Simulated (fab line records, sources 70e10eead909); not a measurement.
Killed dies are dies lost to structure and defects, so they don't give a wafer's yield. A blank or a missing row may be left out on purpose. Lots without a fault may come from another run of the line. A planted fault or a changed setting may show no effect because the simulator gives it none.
fab line records | flow nand_harc
record lots=7 wafers=15 last_day=22
route steps=1159 shown A_CONTACT@888
lots that met no fault: from a run of the same line without faults
start_h: hours from the record's first day to the start of the lot's first wafer shown | wait_h: hours since the lot's step before | " the same as in the row above | L1.1+2: a row that stands for several wafers | - no value, or no start given | * or withheld: withheld | < > ~ a bound
route shown NAME@n: a module of which the file shows steps, and the number in the route of the first | usual: mean/standard deviation of fault-free wafers | same: alike in all rows | chamber/n: place in a boat | sites: the reading at each site | _std_site: their standard deviation | _edge_site: outer sites' mean less inner sites' | radius_mm: how far each site lies from the wafer's centre | mask NAME#n: copy n | behind: the tool/chamber that last shaped the wafer | hold: why the lot was held/for how many hours/how that ended | device: the transistor (n, p or np) that didn't switch | end of line: the same wafers' tests at the end of the route | a step without rows: its recipe alone | killed: dies lost to structure and defects at the first sort, not the wafer's yield | map: a wafer's dies, x killed, . not, _ none there
set.NAME: the setting as run; set.NAME@STEP: as run at that earlier step | model.NAME: the simulator's own value behind a step, which no gauge read
lots at some steps of the route; a table a step, a row a wafer
services: from which hour (start_h, from the record's first day; less than 0 if before it) a tool's chamber was out of use, for how many hours, and why
## steps
# step NHARC_A_CONTACT_COAT_61
# recipe temp_c=260 time_s=75
# step NHARC_A_CONTACT_COAT_62
# recipe temp_c=225 time_s=65
# step NHARC_A_CONTACT_COAT_63
# recipe spin_rpm=1500 resist_thk_nm=90
# step NHARC_A_CONTACT_SOFTBAKE_64
# recipe temp_c=105 time_s=55
# step NHARC_A_CONTACT_EBR_65
# step NHARC_A_CONTACT_EXPOSE_66
# recipe na=1.35 sigma_outer=0.8 dose_mj=59.02 mask_id=A_CC_2
# step NHARC_A_CONTACT_PEB_67
# recipe peb_temp_c=100 peb_time_s=65
# step NHARC_A_CONTACT_DEVELOP_68
# recipe develop_time_s=35 dev_temp_c=23
# step NHARC_A_CONTACT_CD_MEAS_69
# recipe target_cd_nm=200 landing_energy_ev=500
# usual cd_nm=199.9/0.49
# columns lot.wafer tool chamber start_h wait_h cd_nm
L388.1 cd_sem-03 0 386.98 - 199.2
L388.3 " 0 " " 198.8
L388.5 " 0 " " 199.6
L392.6 cd_sem-02 0 416.63 - 200.9
L393.1 cd_sem-01 0 419.42 - 199.3
L391.1 cd_sem-02 0 421.76 - 200.2
L391.4 " 0 " " 200.2
L391.5 " 0 " " 199.9
L395.4 cd_sem-01 0 432.29 - 199.9
L395.5 " 0 " " 199.8
L395.6 " 0 " " 200.3
L394.2 cd_sem-02 0 432.95 - 199.5
L396.2 cd_sem-02 0 447.26 - 200.5
L396.4 " 0 " " 200.6
L396.5 " 0 " " 199.9
# step NHARC_A_CONTACT_OVL_MEAS_70
# usual overlay_x_nm=-0.1/0.8 overlay_y_nm=0.1/0.8
# columns lot.wafer tool chamber start_h wait_h overlay_x_nm overlay_y_nm
L388.1 overlay-01 - 387.07 - 0.0 -1.0
L388.3 " - " " -0.4 -0.8
L388.5 " - " " -0.2 -0.8
L392.6 overlay-01 - 416.71 - -1.2 -0.8
L393.1 overlay-02 - 419.51 - -1.2 -0.6
L391.1 overlay-01 - 421.85 - 1.3 -0.2
L391.4 " - " " 1.5 -0.9
L391.5 " - " " 1.3 -0.4
L395.4 overlay-02 - 432.37 - 0.4 0.1
L395.5 " - " " -0.1 0.1
L395.6 " - " " 0.0 0.1
L394.2 overlay-02 - 433.05 - 1.0 -0.8
L396.2 overlay-01 - 447.35 - 0.8 1.1
L396.4 " - " " 0.5 1.3
L396.5 " - " " 0.2 0.5
# step NHARC_A_CONTACT_INSPECT_71
# usual raw_defect_count=27/12
# columns lot.wafer tool chamber start_h wait_h raw_defect_count
L388.1 defect_inspect-02 - 387.10 0.0 23
L388.3 " - " " 18
L388.5 " - " " 21
L392.6 defect_inspect-01 - 416.75 0.0 37
L393.1 defect_inspect-02 - 419.54 0.0 22
L391.1 defect_inspect-02 - 421.89 0.0 18
L391.4 " - " " 20
L391.5 " - " " 19
L395.4 defect_inspect-01 - 432.40 0.0 10
L395.5 " - " " 11
L395.6 " - " " 10
L394.2 defect_inspect-02 - 433.09 0.0 29
L396.2 defect_inspect-02 - 447.39 0.0 27
L396.4 " - " " 28
L396.5 " - " " 26
# step NHARC_A_CONTACT_DESCUM_74
# recipe time_s=3 o2_flow_sccm=200 ar_flow_sccm=0 bias_power_w=0 chemistry=O2
# usual drypump_motor_current_A=5.99/0.19 oes_product_au=1.001/0.0084 rf_vpp_V=57.7/0.84 showerhead_plenum_p_Torr=1.89/0.083 throttle_valve_pct=11.310/0.0093
# columns lot.wafer tool chamber start_h wait_h drypump_motor_current_A oes_product_au rf_hours_counter_h rf_vpp_V showerhead_plenum_p_Torr throttle_valve_pct
L388.3 rie_diel-02 1 387.23 0.1 6.21 1.000 9 57.5 2.02 11.312
L388.1 " 2 " " 5.99 1.004 9 56.2 1.85 11.313
L388.5 " 0 " " 6.01 0.997 - 58.9 1.88 11.291
L392.6 rie_diel-02 2 416.84 0.1 6.08 1.011 - 55.6 1.85 11.303
L393.1 rie_diel-02 3 419.60 0.1 6.01 1.002 15 58.5 1.84 11.319
L391.1 rie_diel-12 1 422.04 0.1 5.79 0.987 5 57.2 1.79 11.306
L391.4 " 2 " " 5.54 0.994 10 58.1 1.88 11.309
L391.5 " 0 " " 6.11 0.981 - 57.5 1.91 11.301
L395.4 rie_diel-01 0 432.48 0.1 5.70 1.008 43 58.7 1.77 11.311
L395.6 " 2 " " 5.70 0.985 - 56.6 1.78 11.310
L395.5 " 3 " " 5.56 0.996 - 56.5 2.04 11.315
L394.2 rie_diel-02 0 433.17 0.1 6.02 1.020 14 58.3 1.88 11.309
L396.2 rie_diel-01 0 447.45 0.1 5.71 1.013 50 58.0 1.77 11.312
L396.4 " 3 " " 5.57 0.995 53 57.4 2.04 11.315
L396.5 " 0 " " 5.69 1.003 - 56.9 1.77 11.313
# step NHARC_A_CONTACT_ETCH_75
# recipe target_depth_a=390 over_etch_frac=0.3 time_s=65 ion_energy_ev=80 cf4_flow_sccm=150 ar_flow_sccm=0 rf_w=300 bias_w=100 chemistry=CF4
# usual drypump_motor_current_A=5.99/0.2 oes_product_au=1.000/0.0082 rf_vpp_V=150.9/1.2 run_length_s=86.2/0.46 showerhead_plenum_p_Torr=1.75/0.071 throttle_valve_pct=13.284/0.0091
# columns lot.wafer tool chamber start_h wait_h drypump_motor_current_A oes_product_au rf_hours_counter_h rf_vpp_V run_length_s showerhead_plenum_p_Torr throttle_valve_pct
L388.3 rie_diel-02 3 387.30 0.1 5.97 0.992 8 151.0 86.8 1.71 13.284
L388.1 " 0 " " 6.02 1.007 6 152.1 86.1 1.74 13.279
L388.5 " 0 " " 6.00 1.006 - 151.3 86.0 1.74 13.282
L392.6 rie_diel-02 1 416.91 0.1 6.23 1.007 - 152.1 71.9 1.86 13.277
L393.1 rie_diel-02 1 419.71 0.1 6.25 0.995 15 152.7 72.1 1.86 13.280
L391.1 rie_diel-12 1 422.13 0.1 5.77 0.985 5 149.5 86.0 1.66 13.297
L391.4 " 2 " " 5.56 0.997 10 150.4 85.8 1.74 13.285
L391.5 " 0 " " 6.12 0.992 - 152.1 86.2 1.76 13.284
L395.4 rie_diel-01 2 432.56 0.1 5.68 0.993 47 150.9 86.2 1.66 13.277
L395.5 " 0 " " 5.70 1.002 - 149.9 87.2 1.65 13.284
L395.6 " 1 " " 6.09 0.999 - 151.2 85.7 1.82 13.294
L394.2 rie_diel-02 1 433.25 0.1 6.23 1.014 19 152.0 72.3 1.86 13.284
L396.4 rie_diel-01 0 447.53 0.1 5.68 0.990 50 149.2 86.7 1.65 13.288
L396.2 " 1 " " 6.10 0.992 49 152.1 85.2 1.82 13.289
L396.5 " 1 " " 6.10 0.983 - 151.3 85.3 1.82 13.265
# step NHARC_A_CONTACT_ETCH_76
# recipe target_depth_a=2600 over_etch_frac=0.3 time_s=475.3 ion_energy_ev=200 n2_flow_sccm=150 h2_flow_sccm=150 ar_flow_sccm=0 rf_w=400 bias_w=150 chemistry=N2/H2
# usual drypump_motor_current_A=5.99/0.2 oes_product_au=0.999/0.0079 rf_vpp_V=429.8/2.7 run_length_s=496.5/0.44 showerhead_plenum_p_Torr=2.02/0.092 throttle_valve_pct=14.170/0.0092
# columns lot.wafer tool chamber start_h wait_h drypump_motor_current_A oes_product_au rf_hours_counter_h rf_vpp_V run_length_s showerhead_plenum_p_Torr throttle_valve_pct
L388.3 rie_diel-02 1 - - 6.22 0.991 9 433.7 497.2 2.16 14.177
L388.1 " 2 " " 6.04 1.010 9 426.5 496.3 1.97 14.162
L388.5 " 2 " " 6.01 1.015 - 428.3 496.0 1.97 14.188
L392.6 rie_diel-02 0 - - 6.01 1.009 - 428.8 497.0 2.00 14.184
L393.1 rie_diel-02 0 - - 6.04 1.000 12 428.7 496.2 2.00 14.173
L391.1 rie_diel-12 3 - - 6.22 0.987 11 431.9 497.0 2.12 14.166
L391.4 " 0 " " 6.12 1.002 11 432.3 496.2 2.03 14.176
L391.5 " 2 " " 5.58 0.982 - 428.6 496.6 2.01 14.184
L395.4 rie_diel-01 3 - - 5.57 1.002 47 433.9 495.4 2.18 14.170
L395.6 " 3 " " 5.56 1.000 - 434.4 495.8 2.18 14.158
L395.5 " 0 " " 5.68 0.998 - 426.4 497.8 1.89 14.170
L394.2 rie_diel-02 2 - - 6.07 0.999 16 427.0 496.4 1.97 14.171
L396.4 rie_diel-01 0 - - 5.71 1.003 50 426.5 497.0 1.88 14.175
L396.2 " 1 " " 6.09 0.993 49 431.6 495.7 2.11 14.151
L396.5 " 3 " " 5.63 0.996 - 433.2 495.7 2.17 14.187
## services
# columns tool chamber start_h hours kind
rie_diel-01 0 372.83 - clean
rie_diel-01 1 372.83 - clean
rie_diel-01 2 372.83 - clean
rie_diel-01 3 372.83 - clean
rie_diel-12 - 380.36 9.0 pm
rie_diel-02 0 385.83 - clean
rie_diel-02 1 385.83 - clean
rie_diel-02 2 385.83 - clean
rie_diel-02 3 385.83 - clean
rie_diel-01 0 397.33 - clean
rie_diel-01 1 397.33 - clean
rie_diel-01 2 397.33 - clean
rie_diel-01 3 397.33 - clean
rie_diel-12 1 404.57 12.5 repair
rie_diel-02 0 410.33 - clean
rie_diel-02 1 410.33 - clean
rie_diel-02 2 410.33 - clean
rie_diel-02 3 410.33 - clean
rie_diel-02 2 421.46 9.2 repair
rie_diel-01 0 422.06 - clean
rie_diel-01 1 422.06 - clean
rie_diel-01 2 422.06 - clean
rie_diel-01 3 422.06 - clean
rie_diel-02 3 431.41 25.1 repair
## key
first_sign step=NHARC_A_CONTACT_ETCH_75 reading=run_length_s direction=down sigmas=30 usual=* struck=*
effect none on later readings
met_at NHARC_A_CONTACT_ETCH_75
struck_wafers L392.6,L393.1,L394.2
rows_end L392.6,L393.1
tester_left_out L394
earlier_fault kind=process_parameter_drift tool=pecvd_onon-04 chamber=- onset_h=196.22 steps=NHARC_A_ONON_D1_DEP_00 channel=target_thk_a offset=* shape=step acts_in=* stated=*
fault kind=process_parameter_drift tool=rie_diel-02 chamber=1 onset_h=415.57 steps=NHARC_A_CONTACT_ETCH_75 channel=time_s offset=* shape=step acts_in=* stated=*
# tester_left_out: of these lots the tester's yield and bins aren't shown, on N5 and GAA mostly nor the transistor test; their killed dies are dies lost to structure and defects alone, not to doping, threshold or leakage, so they don't give the yield
# rows_end: these wafers met a further fault down the route, and their rows from its step on are left out
